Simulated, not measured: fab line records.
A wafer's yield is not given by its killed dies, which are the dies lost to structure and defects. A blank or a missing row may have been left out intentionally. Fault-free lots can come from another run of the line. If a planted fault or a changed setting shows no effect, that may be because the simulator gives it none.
Which tool was responsible? / flow n5-finfet / 10 lots with 30 wafers sampled at 5 steps, on a route of 1938 steps

== WHAT THE GAUGES READ, wafer by wafer ==
N5_WELL_APT_CD_MEAS_08: the cd target is 200 nm.
lot=L401; measured=day 1 19:50; on=cd-sem-02; cd-nm (nm)=203.2 201.2 201.2
lot=L403; measured=day 2 07:45; on=cd-sem-02; cd-nm (nm)=198.1 200.2 199.2
lot=L408; measured=day 3 13:34; on=cd-sem-01; cd-nm (nm)=197.7 200.9 197.7
lot=L411; measured=day 4 07:46; on=cd-sem-02; cd-nm (nm)=200.2 199.5 199.6
lot=L412; measured=day 4 13:52; on=cd-sem-03; cd-nm (nm)=201.0 199.1 202.2
lot=L413; measured=day 4 19:49; on=cd-sem-02; cd-nm (nm)=201.4 199.8 200.4
lot=L417; measured=day 5 19:39; on=cd-sem-03; cd-nm (nm)=196.8 196.5 197.8
lot=L419; measured=day 6 07:43; on=cd-sem-02; cd-nm (nm)=200.6 197.7 197.5
lot=L422; measured=day 7 01:41; on=cd-sem-01; cd-nm (nm)=195.6 197.7 195.7
lot=L423; measured=day 7 08:31; on=cd-sem-01; cd-nm (nm)=201.4 199.5 199.8

N5_BEOL_M4_RC_MEAS_101.
lot=L401; measured=day 8 07:31; on=prober-01; DIBL_N (mV/V)=35.3 38.5 36.4; DIBL_P (mV/V)=35.4 38.8 37.1; IOFF_N (nA/um)=0.15 0.21 0.16; IOFF_P (nA/um)=0.19 0.24 0.23; ION_N (uA/um)=674 687 674; ION_P (uA/um)=457 461 465; SS_N (mV/dec)=71.6 72.6 71.7; SS_P (mV/dec)=73.0 73.6 73.4; VT_N (mV)=249 245 250; VT_P (mV)=-251 -249 -247
lot=L403; measured=day 8 12:54; on=prober-02; DIBL_N (mV/V)=34.4 36.0 36.2; DIBL_P (mV/V)=35.0 36.9 36.9; IOFF_N (nA/um)=0.13 0.16 0.16; IOFF_P (nA/um)=0.17 0.21 0.20; ION_N (uA/um)=658 686 670; ION_P (uA/um)=451 467 457; SS_N (mV/dec)=70.6 71.6 71.4; SS_P (mV/dec)=73.4 73.6 73.9; VT_N (mV)=253 250 250; VT_P (mV)=-252 -251 -253
lot=L408; measured=day 10 12:10; on=prober-01; DIBL_N (mV/V)=38.0 37.3 36.9; DIBL_P (mV/V)=38.3 35.4 35.4; IOFF_N (nA/um)=0.17 0.14 0.14; IOFF_P (nA/um)=0.26 0.21 0.21; ION_N (uA/um)=679 660 664; ION_P (uA/um)=480 458 462; SS_N (mV/dec)=72.0 71.1 71.9; SS_P (mV/dec)=73.9 73.1 72.7; VT_N (mV)=250 249 253; VT_P (mV)=-244 -249 -248
lot=L411; measured=day 11 06:13; on=prober-01; DIBL_N (mV/V)=34.2 34.6 36.7; DIBL_P (mV/V)=34.8 36.0 36.9; IOFF_N (nA/um)=0.14 0.15 0.18; IOFF_P (nA/um)=0.20 0.21 0.21; ION_N (uA/um)=666 688 687; ION_P (uA/um)=463 478 471; SS_N (mV/dec)=70.9 71.3 71.7; SS_P (mV/dec)=72.3 72.5 73.6; VT_N (mV)=250 248 247; VT_P (mV)=-249 -250 -254
lot=L412; measured=day 11 10:46; on=prober-01; DIBL_N (mV/V)=36.6 36.2 33.7; DIBL_P (mV/V)=36.1 34.7 32.1; IOFF_N (nA/um)=0.16 0.15 0.12; IOFF_P (nA/um)=0.22 0.19 0.16; ION_N (uA/um)=667 665 658; ION_P (uA/um)=463 457 448; SS_N (mV/dec)=71.8 71.3 70.5; SS_P (mV/dec)=73.7 72.7 72.8; VT_N (mV)=249 253 252; VT_P (mV)=-248 -249 -251
lot=L413; measured=day 11 15:33; on=prober-01; DIBL_N (mV/V)=37.8 34.7 35.8; DIBL_P (mV/V)=38.7 34.4 36.0; IOFF_N (nA/um)=0.20 0.13 0.15; IOFF_P (nA/um)=0.28 0.20 0.23; ION_N (uA/um)=680 676 672; ION_P (uA/um)=468 463 462; SS_N (mV/dec)=71.4 71.5 71.4; SS_P (mV/dec)=73.7 73.3 73.7; VT_N (mV)=248 253 249; VT_P (mV)=-247 -250 -250
lot=L417; measured=day 14 08:28; on=prober-01; DIBL_N (mV/V)=36.0 35.1 37.1; DIBL_P (mV/V)=35.9 33.0 36.0; IOFF_N (nA/um)=0.17 0.16 0.18; IOFF_P (nA/um)=0.24 0.19 0.23; ION_N (uA/um)=672 687 669; ION_P (uA/um)=463 470 461; SS_N (mV/dec)=71.7 71.0 71.3; SS_P (mV/dec)=73.3 72.7 73.4; VT_N (mV)=250 248 246; VT_P (mV)=-246 -250 -248
lot=L419; measured=day 12 20:27; on=prober-01; DIBL_N (mV/V)=34.9 34.4 35.2; DIBL_P (mV/V)=34.4 33.1 34.6; IOFF_N (nA/um)=0.14 0.12 0.13; IOFF_P (nA/um)=0.20 0.17 0.20; ION_N (uA/um)=658 654 660; ION_P (uA/um)=457 450 454; SS_N (mV/dec)=71.2 70.5 71.1; SS_P (mV/dec)=72.8 72.2 73.1; VT_N (mV)=252 254 251; VT_P (mV)=-249 -253 -250
lot=L422; measured=day 13 13:10; on=prober-02; DIBL_N (mV/V)=33.8 39.8 37.5; DIBL_P (mV/V)=31.7 39.0 36.7; IOFF_N (nA/um)=0.11 0.26 0.18; IOFF_P (nA/um)=0.18 0.31 0.27; ION_N (uA/um)=650 699 690; ION_P (uA/um)=464 474 471; SS_N (mV/dec)=70.8 71.7 71.7; SS_P (mV/dec)=71.4 73.9 73.3; VT_N (mV)=253 241 244; VT_P (mV)=-249 -241 -244
lot=L423; measured=day 13 22:20; on=prober-02; DIBL_N (mV/V)=34.9 35.4 36.7; DIBL_P (mV/V)=36.0 36.3 38.3; IOFF_N (nA/um)=0.16 0.17 0.21; IOFF_P (nA/um)=0.20 0.21 0.24; ION_N (uA/um)=682 674 688; ION_P (uA/um)=463 461 463; SS_N (mV/dec)=71.6 71.3 72.0; SS_P (mV/dec)=73.4 74.2 73.9; VT_N (mV)=248 248 242; VT_P (mV)=-247 -248 -248

== TOOL THAT RAN EACH LOT (tool first, then ch and the chambers of the sampled wafers, then the start) ==
lot=L401; N5_ZERO_LAYER_PECVD_02=pecvd-01 ch 0,1, day 1 18:17; N5_ZERO_LAYER_STRIP_24=plasma-asher-02 ch 0,1, day 1 19:03; N5_WELL_APT_RTA_34=rtp-anneal-02 ch 0, day 1 22:10
lot=L403; N5_ZERO_LAYER_PECVD_02=pecvd-04 ch 0,1, day 2 06:28; N5_ZERO_LAYER_STRIP_24=plasma-asher-02 ch 0,1, day 2 07:05; N5_WELL_APT_RTA_34=rtp-anneal-01 ch 0, day 2 09:44
lot=L408; N5_ZERO_LAYER_PECVD_02=pecvd-03 ch 0,2, day 3 12:17; N5_ZERO_LAYER_STRIP_24=plasma-asher-02 ch 0, day 3 12:53; N5_WELL_APT_RTA_34=rtp-anneal-01 ch 0, day 3 15:49
lot=L411; N5_ZERO_LAYER_PECVD_02=pecvd-03 ch 0,1,2, day 4 06:17; N5_ZERO_LAYER_STRIP_24=plasma-asher-02 ch 0,1, day 4 07:06; N5_WELL_APT_RTA_34=rtp-anneal-02 ch 0, day 4 09:46
lot=L412; N5_ZERO_LAYER_PECVD_02=pecvd-01 ch 0,1,2, day 4 12:18; N5_ZERO_LAYER_STRIP_24=plasma-asher-02 ch 0,1, day 4 13:04; N5_WELL_APT_RTA_34=rtp-anneal-01 ch 0, day 4 15:58
lot=L413; N5_ZERO_LAYER_PECVD_02=pecvd-04 ch 0,2, day 4 18:17; N5_ZERO_LAYER_STRIP_24=plasma-asher-01 ch 0,1, day 4 19:08; N5_WELL_APT_RTA_34=rtp-anneal-01 ch 0, day 4 22:01
lot=L417; N5_ZERO_LAYER_PECVD_02=pecvd-04 ch 0,2, day 5 18:17; N5_ZERO_LAYER_STRIP_24=plasma-asher-01 ch 0,1, day 5 19:00; N5_WELL_APT_RTA_34=rtp-anneal-02 ch 0, day 5 21:47
lot=L419; N5_ZERO_LAYER_PECVD_02=pecvd-03 ch 0,2, day 6 06:17; N5_ZERO_LAYER_STRIP_24=plasma-asher-02 ch 0,1, day 6 07:04; N5_WELL_APT_RTA_34=rtp-anneal-02 ch 0, day 6 10:48
lot=L422; N5_ZERO_LAYER_PECVD_02=pecvd-03 ch 0,1,2, day 7 00:17; N5_ZERO_LAYER_STRIP_24=plasma-asher-02 ch 0,1, day 7 01:01; N5_WELL_APT_RTA_34=rtp-anneal-02 ch 0, day 7 04:01
lot=L423; N5_ZERO_LAYER_PECVD_02=pecvd-03 ch 0,1, day 7 06:17; N5_ZERO_LAYER_STRIP_24=plasma-asher-01 ch 0,1, day 7 07:45; N5_WELL_APT_RTA_34=rtp-anneal-01 ch 0, day 7 11:13
- N5_ZERO_LAYER_PECVD_02: deposits SiO2 from SiH4/N2O, target thk 10 nm, time 6 s.
- N5_ZERO_LAYER_STRIP_24: strips in O2.
- N5_WELL_APT_RTA_34: time 10 s.

== WHAT THE TOOLS THEMSELVES READ (means of the sampled wafers that have a number; where no wafer has one, the mark that the record gives instead) ==
N5_ZERO_LAYER_PECVD_02.
lot=L401; tool=pecvd-01; heater-power-w (W)=816; showerhead-plenum-p-Torr (Torr)=8.05
lot=L403; tool=pecvd-04; heater-power-w (W)=840; showerhead-plenum-p-Torr (Torr)=8.15
lot=L408; tool=pecvd-03; heater-power-w (W)=942; showerhead-plenum-p-Torr (Torr)=8.09
lot=L411; tool=pecvd-03; heater-power-w (W)=848; showerhead-plenum-p-Torr (Torr)=8.12
lot=L412; tool=pecvd-01; heater-power-w (W)=854; showerhead-plenum-p-Torr (Torr)=8.15
lot=L413; tool=pecvd-04; heater-power-w (W)=799; showerhead-plenum-p-Torr (Torr)=8.06
lot=L417; tool=pecvd-04; heater-power-w (W)=767; showerhead-plenum-p-Torr (Torr)=8.06
lot=L419; tool=pecvd-03; heater-power-w (W)=867; showerhead-plenum-p-Torr (Torr)=8.10
lot=L422; tool=pecvd-03; heater-power-w (W)=874; showerhead-plenum-p-Torr (Torr)=8.12
lot=L423; tool=pecvd-03; heater-power-w (W)=856; showerhead-plenum-p-Torr (Torr)=8.09

N5_ZERO_LAYER_STRIP_24.
lot=L401; tool=plasma-asher-02; chamber-pressure-mTorr (mTorr)=999.9; drypump-motor-current-A (A)=5.04; heater-power-w (W)=361; o2-flow-sccm (sccm)=6753; oes-product-au (a.u.)=0.651; strip-time-to-endpoint-s (s)=43.89
lot=L403; tool=plasma-asher-02; chamber-pressure-mTorr (mTorr)=1000.4; drypump-motor-current-A (A)=5.09; heater-power-w (W)=362; o2-flow-sccm (sccm)=6758; oes-product-au (a.u.)=0.640; strip-time-to-endpoint-s (s)=43.87
lot=L408; tool=plasma-asher-02; chamber-pressure-mTorr (mTorr)=999.7; drypump-motor-current-A (A)=4.97; heater-power-w (W)=353; o2-flow-sccm (sccm)=6717; oes-product-au (a.u.)=0.644; strip-time-to-endpoint-s (s)=43.81
lot=L411; tool=plasma-asher-02; chamber-pressure-mTorr (mTorr)=-; drypump-motor-current-A (A)=-; heater-power-w (W)=-; o2-flow-sccm (sccm)=-; oes-product-au (a.u.)=-; strip-time-to-endpoint-s (s)=-
lot=L412; tool=plasma-asher-02; chamber-pressure-mTorr (mTorr)=-; drypump-motor-current-A (A)=-; heater-power-w (W)=-; o2-flow-sccm (sccm)=-; oes-product-au (a.u.)=-; strip-time-to-endpoint-s (s)=-
lot=L413; tool=plasma-asher-01; chamber-pressure-mTorr (mTorr)=-; drypump-motor-current-A (A)=-; heater-power-w (W)=-; o2-flow-sccm (sccm)=-; oes-product-au (a.u.)=-; strip-time-to-endpoint-s (s)=-
lot=L417; tool=plasma-asher-01; chamber-pressure-mTorr (mTorr)=999.4; drypump-motor-current-A (A)=5.53; heater-power-w (W)=337; o2-flow-sccm (sccm)=6744; oes-product-au (a.u.)=0.649; strip-time-to-endpoint-s (s)=43.87
lot=L419; tool=plasma-asher-02; chamber-pressure-mTorr (mTorr)=1000.6; drypump-motor-current-A (A)=5.08; heater-power-w (W)=361; o2-flow-sccm (sccm)=6732; oes-product-au (a.u.)=0.646; strip-time-to-endpoint-s (s)=43.84
lot=L422; tool=plasma-asher-02; chamber-pressure-mTorr (mTorr)=1000.3; drypump-motor-current-A (A)=5.04; heater-power-w (W)=354; o2-flow-sccm (sccm)=6759; oes-product-au (a.u.)=0.646; strip-time-to-endpoint-s (s)=43.95
lot=L423; tool=plasma-asher-01; chamber-pressure-mTorr (mTorr)=999.6; drypump-motor-current-A (A)=5.61; heater-power-w (W)=350; o2-flow-sccm (sccm)=6733; oes-product-au (a.u.)=0.646; strip-time-to-endpoint-s (s)=43.91

N5_WELL_APT_RTA_34.
lot=L401; tool=rtp-anneal-02; lamp-power-pct (%)=12.99; lamp_zone_5_pct (%)=13.004; wafer_temp_C_max=1003.6
lot=L403; tool=rtp-anneal-01; lamp-power-pct (%)=12.98; lamp_zone_5_pct (%)=13.018; wafer_temp_C_max=1003.0
lot=L408; tool=rtp-anneal-01; lamp-power-pct (%)=12.97; lamp_zone_5_pct (%)=13.003; wafer_temp_C_max=1003.8
lot=L411; tool=rtp-anneal-02; lamp-power-pct (%)=12.99; lamp_zone_5_pct (%)=13.004; wafer_temp_C_max=1003.3
lot=L412; tool=rtp-anneal-01; lamp-power-pct (%)=12.99; lamp_zone_5_pct (%)=12.984; wafer_temp_C_max=1003.4
lot=L413; tool=rtp-anneal-01; lamp-power-pct (%)=12.98; lamp_zone_5_pct (%)=12.996; wafer_temp_C_max=1003.6
lot=L417; tool=rtp-anneal-02; lamp-power-pct (%)=13.04; lamp_zone_5_pct (%)=12.988; wafer_temp_C_max=1002.9
lot=L419; tool=rtp-anneal-02; lamp-power-pct (%)=12.99; lamp_zone_5_pct (%)=12.993; wafer_temp_C_max=1003.5
lot=L422; tool=rtp-anneal-02; lamp-power-pct (%)=13.00; lamp_zone_5_pct (%)=12.980; wafer_temp_C_max=1003.5
lot=L423; tool=rtp-anneal-01; lamp-power-pct (%)=12.96; lamp_zone_5_pct (%)=12.991; wafer_temp_C_max=1002.9

== THE ANSWER, worked out from the rows above alone ==
Rule: the lots themselves supply what counts as usual. Put in order of their means at a reading, lots are off if they are a third of the lots or fewer, leave a main group of 4 or more, and stand apart from it by a gap of 3 or more times the standard deviation of the main group's means; of several such gaps the widest counts. A main group is skipped when, at the precision printed for the reading in the tables above, its means are all equal. Also off: a lot with no number at a reading for which 4 or more lots have one. The other lots that the step has rows for count as sound. Order of review: gauges by route order, followed by the tools' own readings, for which a lot's mean as printed above is used. The first step at which some lot is off is used, and at that step the reading that is off furthest; a lot without a number counts as furthest.
Off: L411, L412, L413 (N5_ZERO_LAYER_STRIP_24, chamber-pressure-mTorr). Without a number there: L411, L412, L413. For the main group the mean is 1000.0 mTorr and the standard deviation 0.42.
If a tool, at that step or one of the process steps before it, ran each lot that is off and ran no sound lot following the first of them, it fits. No candidate that was tried fits.

== WHAT WAS PUT IN BY THE SIMULATOR ==
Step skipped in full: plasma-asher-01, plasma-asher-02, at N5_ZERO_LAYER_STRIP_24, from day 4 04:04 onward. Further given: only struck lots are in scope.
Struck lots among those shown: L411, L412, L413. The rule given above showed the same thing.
